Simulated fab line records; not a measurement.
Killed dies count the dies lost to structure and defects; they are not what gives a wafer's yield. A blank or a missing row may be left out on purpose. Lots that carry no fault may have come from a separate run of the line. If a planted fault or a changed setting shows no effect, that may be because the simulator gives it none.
fab line records | flow nand_harc
[record] lots = 13 wafers = 39 last_day = 33
route steps=1302 shown P_M1@300 THIN_TSV@1264 END@1302
lots with no fault: from the same line, run without faults
start_h: start of the lot's first displayed wafer, in hours after the record's first day | wait_h: time in hours since the lot's previous step | " unchanged from the row above | L1.1+2: one row covering several wafers at once | - value missing, or start not given | * or withheld: withheld | < > ~ a bound
route shown NAME@n: a module of which the file shows steps, and the number in the route of the first | usual: average and standard deviation across the fault-free wafers | same: alike in all rows | chamber/n: place in a boat | sites: per-site readings | _std_site: their standard deviation | _edge_site: inner sites' mean taken away from outer sites' mean | radius_mm: how far each site lies from the wafer's centre | mask NAME#n: copy n | behind: the tool/chamber that last shaped the wafer | hold: the reason the lot was held/the length of the hold in hours/how it ended | device: names the non-switching transistor (n, p or np) | end of line: the same wafers' tests at the end of the route | a step given without rows: its recipe and nothing more | killed: at the first sort, the dies lost to defects and structure; wafer yield is something else | map: a wafer's dies, marking killed ones x, the rest . and places with no die _
set.NAME: the run value of the setting; set.NAME@STEP: its run value at that earlier step | model.NAME: the simulator's own value behind a step, which no gauge read
a sample of lots followed through the steps of the route, with each step as a table and each wafer as a row
services: when a tool's chamber went out of use (start_h, in hours from the record's first day, below 0 if earlier), for how many hours, and the reason
[[steps]]
[step NHARC_P_M1_ETCH_15]
[recipe] target_depth_a = 1825 time_s = 91.2 c4f8_flow_sccm = withheld ar_flow_sccm = 400 rf_w = 600 bias_w = 300 chemistry = C4F8/Ar
[usual] oes_product_au = 0.954/0.021 rf_vpp_V = 441.1/2.4
// columns lot.wafer tool chamber start_h wait_h oes_product_au rf_hours_counter_h rf_vpp_V
L847.2 rie_diel-03 1 134.31 - 0.974 2 440.7
L847.1 " 2 " " 0.958 2 443.9
L847.3 " 0 " " 0.982 2 439.5
L850.4 rie_diel-03 3 160.35 - 0.972 3 442.2
L850.5 " 3 " " 0.976 - 441.2
L850.6 " 0 " " 0.980 - 438.5
L851.4 rie_diel-06 3 165.00 - 0.923 1 444.3
L851.3 " 1 " " 0.903 2 445.3
L851.6 " 3 " " 0.929 - 443.7
L854.3 rie_diel-03 0 195.90 - 0.964 6 439.8
L854.2 " 1 " " 0.968 6 439.7
L854.5 " 3 " " 0.952 - 441.1
L855.4 rie_diel-06 1 203.37 - 0.956 5 446.0
L855.2 " 2 " " 0.989 4 437.5
L855.5 " 3 " " 0.974 - 444.6
L856.1 rie_diel-06 0 220.14 - 0.971 5 442.7
L856.5 " 3 " " 0.958 - 444.8
L856.6 " 0 " " 0.959 - 443.2
L862.3 rie_diel-08 2 270.82 - 0.947 24 439.8
L862.1 " 0 " " 0.950 25 438.3
L862.6 " 3 " " 0.956 - 440.4
L864.2 rie_diel-03 1 296.37 - 0.955 0 438.5
L864.3 " 2 " " 0.981 0 445.1
L864.5 " 0 " " 0.964 - 441.3
L865.2 rie_diel-03 0 308.64 - 0.972 2 439.8
L865.1 " 2 " " 0.992 1 443.8
L865.4 " 3 " " 0.967 2 442.2
L867.4 rie_diel-03 1 327.08 - 0.976 3 439.8
L867.2 " 2 " " 0.975 2 442.2
L867.6 " 3 " " 0.946 - 441.9
L868.2 rie_diel-03 1 334.09 - 0.964 4 438.3
L868.4 " 3 " " 0.968 4 440.7
L868.5 " 2 " " 0.965 - 444.8
L869.4 rie_diel-06 2 347.06 - 0.948 1 436.4
L869.5 " 2 " " 0.944 - 437.9
L869.6 " 3 " " 0.930 - 442.9
L870.2 rie_diel-03 2 354.54 - 0.961 5 442.9
L870.3 " 3 " " 0.953 5 440.5
L870.4 " 0 " " 0.978 7 439.4
[step NHARC_THIN_TSV_CD_MEAS_16]
[usual] cd_nm = 999.5/2
// columns lot.wafer tool chamber start_h wait_h cd_nm
L847.1 cd_sem-03 - 559.67 0.2 1000.5
L847.2 " - " " 1000.1
L847.3 " - " " 1000.1
L850.4 cd_sem-02 - 578.08 0.1 999.5
L850.5 " - " " 997.7
L850.6 " - " " 999.3
L851.3 cd_sem-03 - 579.38 0.1 996.9
L851.4 " - " " 1000.5
L851.6 " - " " 1000.0
L854.2 cd_sem-01 - 608.43 0.1 998.2
L854.3 " - " " 998.1
L854.5 " - " " 999.8
L855.2 cd_sem-02 - 636.81 0.1 997.6
L855.4 " - " " 998.2
L855.5 " - " " 997.3
L856.1 cd_sem-03 - 637.84 0.1 1003.4
L856.5 " - " " 1000.0
L856.6 " - " " 1000.7
L862.1 cd_sem-02 - 682.43 0.1 998.0
L862.3 " - " " 1001.0
L862.6 " - " " 998.4
L864.2 cd_sem-01 - 730.19 0.1 999.2
L864.3 " - " " 999.7
L864.5 " - " " 1001.0
L867.2 cd_sem-03 - 732.18 0.1 1002.6
L867.4 " - " " 999.2
L867.6 " - " " 1002.2
L865.1 cd_sem-01 - 747.58 0.1 999.9
L865.2 " - " " 1002.0
L865.4 " - " " 999.9
L868.2 cd_sem-01 - 758.05 0.1 997.6
L868.4 " - " " 999.7
L868.5 " - " " 997.5
L869.4 cd_sem-01 - 763.58 0.1 997.9
L869.5 " - " " 997.4
L869.6 " - " " 998.1
L870.2 cd_sem-02 - 764.77 0.1 993.6
L870.3 " - " " 995.9
L870.4 " - " " 995.5
[step NHARC_THIN_TSV_ETCH_59]
[recipe] target_depth_a = 8800 icp_w = 900 bias_w = 100 Cl2_flow_sccm = 60 bcl3_flow_sccm = 30 time_s = 138.1 chemistry = Cl2/BCl3
[usual] drypump_motor_current_A = 5.38/0.28 oes_product_au = 1.005/0.013 throttle_valve_pct = 22.265/0.0092
// columns lot.wafer tool chamber start_h wait_h drypump_motor_current_A oes_product_au rf_hours_counter_h throttle_valve_pct
L847.2 rie_metal-02 1 565.05 0.1 5.25 1.017 1.8 22.262
L847.1 " 0 " " 5.78 1.008 1.8 22.265
L847.3 " 1 " " 5.28 1.016 - 22.271
L850.4 rie_metal-02 1 583.32 0.3 5.26 1.029 - 22.264
L850.6 " 0 " " 5.79 1.013 - 22.249
L850.5 " 1 " " 5.24 1.013 - 22.266
L851.3 rie_metal-01 1 584.52 0.2 5.06 1.002 - 22.264
L851.4 " 0 " " 5.30 1.014 - 22.260
L851.6 " 0 " " 5.32 1.008 - 22.253
L854.2 rie_metal-01 0 613.69 0.1 5.30 1.001 0.7 22.255
L854.3 " 1 " " 5.07 0.988 - 22.271
L854.5 " 0 " " 5.29 1.003 - 22.269
L855.2 rie_metal-01 1 642.07 0.1 5.06 0.998 1.0 22.287
L855.4 " 1 " " 5.04 1.002 - 22.264
L855.5 " 0 " " 5.30 1.003 - 22.263
L856.1 rie_metal-03 1 643.43 0.2 5.84 1.001 1.9 22.279
L856.5 " 0 " " 5.37 1.025 - 22.262
L856.6 " 1 " " 5.81 1.004 - 22.271
L862.1 rie_metal-01 0 687.96 0.1 5.31 0.996 1.8 22.277
L862.3 " 0 " " 5.30 0.995 - 22.258
L862.6 " 0 " " 5.31 0.999 - 22.265
L864.2 rie_metal-01 1 735.49 0.1 5.05 0.990 2.3 22.281
L864.3 " 0 " " 5.32 1.007 - 22.263
L864.5 " 0 " " 5.30 0.998 - 22.283
L867.2 rie_metal-02 0 737.44 0.1 5.83 1.015 2.1 22.262
L867.4 " 1 " " 5.27 1.016 - 22.268
L867.6 " 1 " " 5.25 1.014 - 22.269
L865.1 rie_metal-02 1 752.83 0.1 5.24 1.018 2.6 22.267
L865.2 " 0 " " 5.79 1.025 2.6 22.266
L865.4 " 1 " " 5.24 1.012 - 22.258
L868.2 rie_metal-03 1 763.34 0.1 5.83 0.980 0.7 22.259
L868.4 " 1 " " 5.82 0.991 - 22.271
L868.5 " 0 " " 5.38 1.009 - 22.273
L869.4 rie_metal-01 0 768.90 0.2 5.29 1.018 - 22.272
L869.6 " 1 " " 5.05 0.997 - 22.252
L869.5 " 0 " " 5.31 1.012 - 22.268
L870.2 rie_metal-03 1 770.07 0.2 5.85 0.991 0.9 22.247
L870.3 " 0 " " 5.36 1.026 - 22.262
L870.4 " 1 " " 5.84 0.989 - 22.260
[step NHARC_THIN_TSV_STRIP_56]
[recipe] power_w = 1500 temp_c = 250 chemistry = O2
[usual] drypump_motor_current_A = 5.86/0.28 heater_power_w = 335/24
// columns lot.wafer tool chamber start_h wait_h drypump_motor_current_A heater_power_w rf_hours_counter_h
L847.1 plasma_asher-01 0 565.49 0.1 5.56 304 7
L847.2 " 1 " " 5.73 368 7
L847.3 " 0 " " 5.57 298 -
L850.4 plasma_asher-02 0 583.71 0.2 6.32 338 -
L850.6 " 0 " " 6.28 343 -
L850.5 " 1 " " 5.85 345 -
L851.4 plasma_asher-02 0 584.90 0.2 6.32 342 -
L851.3 " 1 " " 5.84 348 -
L851.6 " 0 " " 6.33 347 -
L854.2 plasma_asher-02 1 614.06 0.1 5.81 344 0
L854.3 " 1 " " 5.84 335 -
L854.5 " 1 " " 5.86 330 -
L855.2 plasma_asher-02 0 642.42 0.1 6.31 326 6
L855.4 " 1 " " 5.84 342 -
L855.5 " 1 " " 5.84 339 -
L856.1 plasma_asher-02 1 643.80 0.1 5.81 345 6
L856.6 " 0 " " 6.32 328 -
L856.5 " 1 " " 5.82 335 -
L862.1 plasma_asher-01 0 688.33 0.1 5.56 296 32
L862.3 " 0 " " 5.57 300 -
L862.6 " 1 " " 5.75 358 -
L864.2 plasma_asher-02 0 735.89 0.1 6.33 331 27
L864.3 " 0 " " 6.35 323 -
L864.5 " 1 " " 5.84 335 -
L867.2 plasma_asher-01 0 737.81 0.1 5.55 296 7
L867.4 " 0 " " 5.56 296 -
L867.6 " 0 " " 5.55 292 -
L865.1 plasma_asher-02 0 753.27 0.1 6.31 322 31
L865.2 " 1 " " 5.83 339 31
L865.4 " 0 " " 6.28 329 -
L868.2 plasma_asher-01 0 763.77 0.2 5.55 297 12
L868.4 " 0 " " 5.57 301 -
L868.5 " 0 " " 5.56 291 -
L869.4 plasma_asher-01 0 769.26 0.2 5.55 301 -
L869.5 " 0 " " 5.54 298 -
L869.6 " 1 " " 5.78 362 -
L870.2 plasma_asher-02 1 770.44 0.1 5.83 339 35
L870.4 " 0 " " 6.32 327 -
L870.3 " 1 " " 5.83 329 -
[step NHARC_END_SORT_01]
[recipe] temp_c = 25
[usual] defect_limited_yield = 91/3.4 killed_at_array = 55/23 killed_at_other = 1.0/1.2 killed_at_periphery = 3.2/2.7 killed_dies = 59/23 killed_open = 3.1/1.6 killed_short = 2.2/1.5
[same] gross_dies = 677
// columns lot.wafer tool chamber start_h wait_h defect_limited_yield[%] killed_at_array killed_at_other killed_at_periphery killed_dies killed_open killed_short
L847.1 prober-01 0 573.96 2.5 94 41 0 0 41 4 3
L847.2 prober-01 0 574.76 2.8 94 41 0 3 44 5 1
L847.3 prober-01 0 575.56 3.1 93 41 0 4 45 4 3
L851.3 prober-02 0 594.81 3.1 96 25 2 1 28 2 0
L851.4 prober-02 0 595.60 3.4 97 18 1 0 19 3 1
L851.6 prober-02 0 597.19 4.0 96 25 2 1 28 2 2
L850.4 prober-01 0 595.58 3.4 90 59 1 5 65 4 0
L850.5 prober-01 0 596.37 3.7 89 72 0 3 75 4 1
L850.6 prober-01 0 597.17 4.0 89 75 0 2 77 4 4
L854.2 prober-01 0 624.69 2.8 94 39 0 4 43 2 5
L854.3 prober-01 0 625.49 3.1 95 34 1 2 37 4 3
L854.5 prober-01 0 627.10 3.7 95 30 0 5 35 3 2
L855.2 prober-01 0 650.35 2.8 87 33 1 54 88 3 0
L855.4 prober-01 0 651.96 3.4 82 24 0 96 120 2 0
L855.5 prober-01 0 652.76 3.7 83 22 1 90 113 2 2
L856.1 prober-01 0 657.38 2.5 84 16 2 87 105 0 0
L856.5 prober-01 0 660.58 3.7 78 41 2 103 146 3 0
L856.6 prober-01 0 661.37 4.0 83 25 0 93 118 1 0
L862.1 prober-01 0 694.75 2.5 92 46 4 1 51 5 1
L862.3 prober-01 0 696.36 3.1 92 51 2 1 54 3 3
L862.6 prober-01 0 698.77 4.0 94 38 4 1 43 2 1
L864.2 prober-02 0 745.08 2.8 91 54 0 8 62 2 2
L864.3 prober-02 0 745.88 3.1 92 45 0 10 55 2 1
L864.5 prober-02 0 747.47 3.7 91 51 0 12 63 6 2
L867.2 prober-01 0 745.09 2.8 92 50 1 2 53 0 0
L867.4 prober-01 0 746.70 3.4 91 61 0 1 62 4 2
L867.6 prober-01 0 748.31 4.0 92 50 0 4 54 3 4
L865.1 prober-01 0 761.75 2.5 87 84 0 3 87 3 2
L865.2 prober-01 0 762.54 2.8 88 81 1 1 83 3 0
L865.4 prober-01 0 764.13 3.4 90 65 0 0 65 2 2
L868.2 prober-02 0 772.95 2.8 90 68 0 1 69 4 3
L868.4 prober-02 0 774.57 3.4 93 48 0 0 48 4 1
L868.5 prober-02 0 775.37 3.7 93 45 1 3 49 1 1
L870.2 prober-01 0 778.39 2.8 94 39 0 0 39 4 3
L870.3 prober-01 0 779.18 3.1 94 41 0 1 42 5 4
L870.4 prober-01 0 779.97 3.4 93 46 0 4 50 5 2
L869.4 prober-02 0 782.38 3.4 94 41 1 1 43 2 2
L869.5 prober-02 0 783.18 3.7 92 47 4 3 54 4 2
L869.6 prober-02 0 783.98 4.0 91 55 2 1 58 1 4
// killed by level:class
L847.1 A_SLIT:chamber_film_flake=19 A_CHANNEL_HOLE_D2:chamber_film_flake=5 A_STAIRCASE:chamber_film_flake=4 A_CONTACT:chamber_film_flake=3 A_ONON_D1:geometric_particle:open=1 A_ONON_D1:geometric_particle:short=1 A_CHANNEL_FILL_D1:geometric_particle:open=1 A_ONON_D2:geometric_particle:short=1
L847.2 A_SLIT:chamber_film_flake=24 A_CHANNEL_HOLE_D2:chamber_film_flake=6 A_CONTACT:chamber_film_flake=3 P_CONTACT:geometric_particle:open=1 A_ONON_D1:geometric_particle:short=1 A_ONON_D1:geometric_particle:open=1 A_DECK1_JOINT:geometric_particle:open=1 A_ONON_D2:geometric_particle:open=1
L847.3 A_SLIT:chamber_film_flake=23 A_CHANNEL_HOLE_D2:chamber_film_flake=6 P_CONTACT:chamber_film_flake=3 A_CONTACT:chamber_film_flake=2 P_CONTACT:geometric_particle:open=1 A_ONON_D1:geometric_particle:short=1 A_CHANNEL_FILL_D1:geometric_particle:open=1 A_DECK1_JOINT:geometric_particle:short=1
L851.3 A_CHANNEL_HOLE_D2:chamber_film_flake=12 A_CHANNEL_HOLE_D1:chamber_film_flake=4 A_SGD_CUT:chamber_film_flake=3 A_WL_FILL:geometric_particle:open=2 A_STAIRCASE:chamber_film_flake=2 THIN_TSV:chamber_film_flake=2 P_M0:chamber_film_flake=1 A_CONTACT:chamber_film_flake=1
L850.4 A_CHANNEL_HOLE_D2:chamber_film_flake=30 A_CHANNEL_HOLE_D1:chamber_film_flake=18 P_ZERO_WELL:chamber_film_flake=3 A_STAIRCASE:chamber_film_flake=3 P_STI:chamber_film_flake=2 A_CHANNEL_FILL_D2:chamber_film_flake=2 A_SLIT:chamber_film_flake=2 A_ONON_D2:geometric_particle:open=1
L851.4 A_CHANNEL_HOLE_D2:chamber_film_flake=8 A_CONTACT:chamber_film_flake=3 A_ONON_D2:geometric_particle:short=1 A_CHANNEL_FILL_D2:geometric_particle:open=1 A_WL_FILL:geometric_particle:open=1 A_CONTACT:geometric_particle:open=1 A_STAIRCASE:chamber_film_flake=1 A_SGD_CUT:chamber_film_flake=1
L850.5 A_CHANNEL_HOLE_D1:chamber_film_flake=32 A_CHANNEL_HOLE_D2:chamber_film_flake=28 A_STAIRCASE:chamber_film_flake=3 P_STI:chamber_film_flake=2 A_CHANNEL_FILL_D1:geometric_particle:open=1 A_SGD_CUT:geometric_particle:short=1 A_WL_FILL:geometric_particle:open=1 A_BLC:geometric_particle:open=1
L850.6 A_CHANNEL_HOLE_D1:chamber_film_flake=38 A_CHANNEL_HOLE_D2:chamber_film_flake=27 A_CONTACT:chamber_film_flake=2 P_CONTACT:geometric_particle:short=1 P_CONTACT:geometric_particle:open=1 A_ONON_D1:geometric_particle:short=1 A_CHANNEL_HOLE_D1:geometric_particle:short=1 A_WL_FILL:geometric_particle:short=1
L851.6 A_CHANNEL_HOLE_D2:chamber_film_flake=8 A_SGD_CUT:chamber_film_flake=4 A_CHANNEL_HOLE_D1:chamber_film_flake=2 A_DECK1_JOINT:chamber_film_flake=2 THIN_TSV:chamber_film_flake=2 A_DECK1_JOINT:geometric_particle:open=1 A_DECK1_JOINT:geometric_particle:short=1 A_SGD_CUT:geometric_particle:open=1
L854.2 A_CHANNEL_HOLE_D2:chamber_film_flake=18 A_WL_FILL:chamber_film_flake=6 A_CHANNEL_FILL_D1:chamber_film_flake=3 P_STI:chamber_film_flake=2 A_STAIRCASE:chamber_film_flake=2 P_CONTACT:geometric_particle:open=1 A_DECK1_JOINT:geometric_particle:short=1 A_ONON_D2:geometric_particle:short=1
L854.3 A_CHANNEL_HOLE_D2:chamber_film_flake=9 A_CHANNEL_HOLE_D1:chamber_film_flake=5 A_WL_FILL:chamber_film_flake=4 A_CONTACT:chamber_film_flake=3 P_STI:chamber_film_flake=2 A_CHANNEL_FILL_D1:chamber_film_flake=2 A_DECK1_JOINT:chamber_film_flake=2 A_SOURCE_PLATE:geometric_particle:short=1
L854.5 A_CHANNEL_HOLE_D2:chamber_film_flake=8 A_CHANNEL_HOLE_D1:chamber_film_flake=6 A_DECK1_JOINT:chamber_film_flake=4 A_CONTACT:chamber_film_flake=4 P_STI:chamber_film_flake=3 A_WL_FILL:chamber_film_flake=3 P_GATE:geometric_particle:open=1 P_M2:geometric_particle:short=1
L855.2 P_M1:unspecified=48 A_CHANNEL_HOLE_D2:chamber_film_flake=16 P_GATE:chamber_film_flake=4 A_SLIT:chamber_film_flake=4 A_STAIRCASE:chamber_film_flake=3 A_CHANNEL_HOLE_D1:chamber_film_flake=2 A_WL_FILL:chamber_film_flake=2 P_CONTACT:geometric_particle:open=1
L855.4 P_M1:unspecified=95 A_CHANNEL_HOLE_D2:chamber_film_flake=12 A_WL_FILL:geometric_particle:open=2 A_CHANNEL_HOLE_D1:chamber_film_flake=2 A_STAIRCASE:chamber_film_flake=2 A_M1:chamber_film_flake=2 P_GATE:chamber_film_flake=1 A_ZERO_WELL:chamber_film_flake=1
L855.5 P_M1:unspecified=89 A_CHANNEL_HOLE_D2:chamber_film_flake=10 A_CHANNEL_HOLE_D1:chamber_film_flake=5 P_BONDPAD:geometric_particle:open=1 A_ONON_D1:geometric_particle:short=1 A_DECK1_JOINT:geometric_particle:short=1 A_CONTACT:geometric_particle:open=1 A_ZERO_WELL:chamber_film_flake=1
L856.1 P_M1:unspecified=85 A_SLIT:chamber_film_flake=4 A_CHANNEL_HOLE_D2:chamber_film_flake=3 A_CHANNEL_HOLE_D1:chamber_film_flake=2 A_CONTACT:chamber_film_flake=2 A_CHANNEL_FILL_D1:chamber_film_flake=2 A_DECK1_JOINT:chamber_film_flake=2 THIN_TSV:chamber_film_flake=2
L856.5 P_M1:unspecified=96 A_CHANNEL_HOLE_D2:chamber_film_flake=16 A_CONTACT:chamber_film_flake=10 A_CHANNEL_HOLE_D1:chamber_film_flake=5 P_GATE:chamber_film_flake=3 P_ZERO_WELL:chamber_film_flake=2 P_CONTACT:chamber_film_flake=2 A_CHANNEL_FILL_D1:chamber_film_flake=2
L856.6 P_M1:unspecified=86 A_CHANNEL_HOLE_D1:chamber_film_flake=9 P_GATE:chamber_film_flake=5 A_SLIT:chamber_film_flake=4 A_CHANNEL_HOLE_D2:chamber_film_flake=3 A_DECK1_JOINT:chamber_film_flake=2 A_STAIRCASE:chamber_film_flake=2 A_CONTACT:chamber_film_flake=2
L862.1 A_CHANNEL_HOLE_D2:chamber_film_flake=23 A_CHANNEL_HOLE_D1:chamber_film_flake=6 A_SLIT:chamber_film_flake=5 THIN_TSV:chamber_film_flake=4 A_CHANNEL_FILL_D2:geometric_particle:open=2 A_CONTACT:chamber_film_flake=2 A_WL_FILL:chamber_film_flake=2 A_ONON_D1:geometric_particle:open=1
L862.3 A_CHANNEL_HOLE_D2:chamber_film_flake=19 A_CHANNEL_HOLE_D1:chamber_film_flake=9 A_SLIT:chamber_film_flake=6 A_CONTACT:chamber_film_flake=4 A_STAIRCASE:chamber_film_flake=3 A_DECK1_JOINT:chamber_film_flake=2 A_WL_FILL:chamber_film_flake=2 THIN_TSV:chamber_film_flake=2
L862.6 A_CHANNEL_HOLE_D2:chamber_film_flake=16 A_CHANNEL_HOLE_D1:chamber_film_flake=4 A_SLIT:chamber_film_flake=4 THIN_TSV:chamber_film_flake=4 A_CONTACT:chamber_film_flake=3 A_M1:chamber_film_flake=3 A_CHANNEL_FILL_D2:chamber_film_flake=2 A_STAIRCASE:chamber_film_flake=2
L864.2 A_SLIT:chamber_film_flake=29 A_CHANNEL_HOLE_D1:chamber_film_flake=6 A_WL_FILL:chamber_film_flake=5 A_STAIRCASE:chamber_film_flake=4 A_BONDPAD:chamber_film_flake=4 P_BONDPAD:chamber_film_flake=3 A_DECK1_JOINT:chamber_film_flake=2 P_M1:geometric_particle:short=1
L867.2 A_SLIT:chamber_film_flake=26 A_CHANNEL_HOLE_D1:chamber_film_flake=9 A_STAIRCASE:chamber_film_flake=5 A_SGD_CUT:chamber_film_flake=3 A_WL_FILL:chamber_film_flake=3 A_DECK1_JOINT:chamber_film_flake=2 A_BONDPAD:chamber_film_flake=2 P_STI:chamber_film_flake=1
L864.3 A_SLIT:chamber_film_flake=23 A_CHANNEL_HOLE_D1:chamber_film_flake=9 P_BONDPAD:chamber_film_flake=6 P_M1:chamber_film_flake=3 A_STAIRCASE:chamber_film_flake=3 A_BONDPAD:chamber_film_flake=2 A_DECK1_JOINT:geometric_particle:open=1 A_CHANNEL_HOLE_D2:geometric_particle:open=1
L867.4 A_SLIT:chamber_film_flake=28 A_CHANNEL_HOLE_D1:chamber_film_flake=18 A_BONDPAD:chamber_film_flake=3 A_CHANNEL_FILL_D2:geometric_particle:open=2 A_SGD_CUT:chamber_film_flake=2 P_CONTACT:geometric_particle:open=1 A_CHANNEL_FILL_D1:geometric_particle:short=1 A_DECK1_JOINT:geometric_particle:short=1
L864.5 A_SLIT:chamber_film_flake=29 P_BONDPAD:chamber_film_flake=7 A_CHANNEL_HOLE_D1:chamber_film_flake=6 A_CHANNEL_FILL_D2:geometric_particle:open=4 A_DECK1_JOINT:chamber_film_flake=3 P_GATE:chamber_film_flake=2 A_STAIRCASE:chamber_film_flake=2 A_CONTACT:chamber_film_flake=2
L867.6 A_SLIT:chamber_film_flake=27 A_CHANNEL_HOLE_D1:chamber_film_flake=12 P_M0:geometric_particle:open=2 A_CHANNEL_FILL_D2:geometric_particle:short=2 P_GATE:chamber_film_flake=2 A_SGD_CUT:chamber_film_flake=2 A_WL_FILL:chamber_film_flake=2 A_ONON_D2:geometric_particle:open=1
L865.1 A_CHANNEL_HOLE_D1:chamber_film_flake=37 A_CHANNEL_HOLE_D2:chamber_film_flake=26 A_SLIT:chamber_film_flake=6 A_CONTACT:chamber_film_flake=6 A_STAIRCASE:chamber_film_flake=3 A_CHANNEL_FILL_D2:geometric_particle:open=2 P_CONTACT:geometric_particle:short=1 P_CONTACT:geometric_particle:open=1
L865.2 A_CHANNEL_HOLE_D1:chamber_film_flake=38 A_CHANNEL_HOLE_D2:chamber_film_flake=24 A_STAIRCASE:chamber_film_flake=5 A_CONTACT:chamber_film_flake=5 A_SLIT:chamber_film_flake=5 A_CHANNEL_FILL_D2:geometric_particle:open=2 A_M0:geometric_particle:open=1 P_GATE:chamber_film_flake=1
L865.4 A_CHANNEL_HOLE_D1:chamber_film_flake=29 A_CHANNEL_HOLE_D2:chamber_film_flake=15 A_SLIT:chamber_film_flake=6 A_STAIRCASE:chamber_film_flake=5 A_CONTACT:chamber_film_flake=3 A_CHANNEL_FILL_D1:chamber_film_flake=2 A_ONON_D1:geometric_particle:open=1 A_DECK1_JOINT:geometric_particle:short=1
L868.2 A_SLIT:chamber_film_flake=34 A_CONTACT:chamber_film_flake=13 A_STAIRCASE:chamber_film_flake=7 A_CHANNEL_HOLE_D2:chamber_film_flake=3 P_CONTACT:geometric_particle:open=1 A_ONON_D1:geometric_particle:short=1 A_CHANNEL_FILL_D1:geometric_particle:open=1 A_ONON_D2:geometric_particle:open=1
L868.4 A_SLIT:chamber_film_flake=25 A_STAIRCASE:chamber_film_flake=7 A_CONTACT:chamber_film_flake=7 A_M0:chamber_film_flake=2 A_ONON_D1:geometric_particle:open=1 A_CHANNEL_FILL_D2:geometric_particle:open=1 A_WL_FILL:geometric_particle:open=1 A_WL_FILL:geometric_particle:short=1
L868.5 A_SLIT:chamber_film_flake=29 A_CONTACT:chamber_film_flake=9 A_STAIRCASE:chamber_film_flake=5 P_M0:geometric_particle:short=1 P_M2:geometric_particle:open=1 P_GATE:chamber_film_flake=1 A_CHANNEL_HOLE_D2:chamber_film_flake=1 A_WL_FILL:chamber_film_flake=1
L870.2 A_CHANNEL_HOLE_D1:chamber_film_flake=16 A_SLIT:chamber_film_flake=8 A_CONTACT:chamber_film_flake=8 A_ONON_D2:geometric_particle:short=2 A_SOURCE_PLATE:geometric_particle:open=1 A_SOURCE_PLATE:geometric_particle:short=1 A_CHANNEL_FILL_D2:geometric_particle:open=1 A_WL_FILL:geometric_particle:open=1
L870.3 A_CHANNEL_HOLE_D1:chamber_film_flake=15 A_SLIT:chamber_film_flake=13 A_CONTACT:chamber_film_flake=3 A_ONON_D2:geometric_particle:short=2 P_M1:geometric_particle:open=1 A_ONON_D1:geometric_particle:open=1 A_DECK1_JOINT:geometric_particle:open=1 A_CHANNEL_FILL_D2:geometric_particle:short=1
L870.4 A_CHANNEL_HOLE_D1:chamber_film_flake=16 A_SLIT:chamber_film_flake=11 A_CONTACT:chamber_film_flake=6 A_CHANNEL_HOLE_D2:chamber_film_flake=3 A_CHANNEL_FILL_D2:chamber_film_flake=3 P_ZERO_WELL:chamber_film_flake=2 A_M0:geometric_particle:open=2 A_SGD_CUT:chamber_film_flake=2
L869.4 A_SLIT:chamber_film_flake=14 A_CHANNEL_HOLE_D2:chamber_film_flake=12 A_CONTACT:chamber_film_flake=4 A_STAIRCASE:chamber_film_flake=3 A_ZERO_WELL:chamber_film_flake=2 A_CHANNEL_FILL_D1:chamber_film_flake=2 A_ONON_D1:geometric_particle:open=1 A_ONON_D1:geometric_particle:short=1
L869.5 A_CHANNEL_HOLE_D2:chamber_film_flake=20 A_SLIT:chamber_film_flake=13 THIN_TSV:chamber_film_flake=4 A_STAIRCASE:chamber_film_flake=3 A_BLC:geometric_particle:open=2 A_CHANNEL_HOLE_D1:chamber_film_flake=2 A_CHANNEL_FILL_D1:chamber_film_flake=2 P_GATE:geometric_particle:short=1
L869.6 A_CHANNEL_HOLE_D2:chamber_film_flake=21 A_SLIT:chamber_film_flake=19 A_CHANNEL_HOLE_D1:chamber_film_flake=3 A_STAIRCASE:chamber_film_flake=3 A_CONTACT:chamber_film_flake=3 A_CHANNEL_FILL_D2:geometric_particle:short=2 A_ZERO_WELL:chamber_film_flake=2 THIN_TSV:chamber_film_flake=2
[[services]]
// columns tool chamber start_h hours kind
rie_diel-03 - 126.34 0.7 repair
plasma_asher-02 - 128.12 2.7 repair
rie_diel-03 2 164.24 6.0 repair
plasma_asher-01 - 165.01 9.0 pm
rie_diel-03 - 171.30 0.6 repair
rie_metal-01 - 221.00 9.0 pm
plasma_asher-02 - 249.00 9.0 pm
rie_diel-03 - 281.62 9.0 pm
plasma_asher-01 - 342.01 9.0 pm
plasma_asher-02 - 396.34 1.8 repair
rie_metal-01 - 398.00 9.0 pm
plasma_asher-02 - 426.00 9.0 pm
rie_diel-03 - 458.62 9.0 pm
plasma_asher-01 - 512.27 3.6 repair
rie_metal-01 0 513.42 3.1 repair
rie_metal-01 - 575.00 9.0 pm
plasma_asher-02 - 603.00 9.0 pm
rie_diel-03 0 611.64 5.7 repair
rie_diel-03 1 622.36 2.9 repair
rie_diel-03 - 635.62 9.0 pm
rie_diel-03 - 645.74 0.5 repair
rie_diel-03 - 694.69 0.5 repair
rie_diel-03 0 733.12 6.5 repair
rie_metal-01 - 752.00 9.0 pm
[[key]]
[first_sign] step = NHARC_END_SORT_01 reading = killed_at_periphery direction = up sigmas = 32 usual = 3.2 struck = 87.2
[effect] step = NHARC_END_SORT_01 reading = defect_limited_yield direction = down sigmas = 2.4 usual = 91 struck = 83
[more_kills_born_at] NHARC_P_M1_ETCH_15@rie_diel-06 = 499
met_at NHARC_P_M1_ETCH_15
struck_lots L855,L856
not_acting_at NHARC_THIN_TSV_CD_MEAS_16,NHARC_THIN_TSV_ETCH_59,NHARC_THIN_TSV_STRIP_56
onset_between 165.00 203.37
[fault] kind = chamber_particle_source tool = rie_diel-06 chamber = - onset_h = 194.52 steps = NHARC_P_M1_ETCH_15 rate_per_visit_cm2 = 1.5351 end_h = 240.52
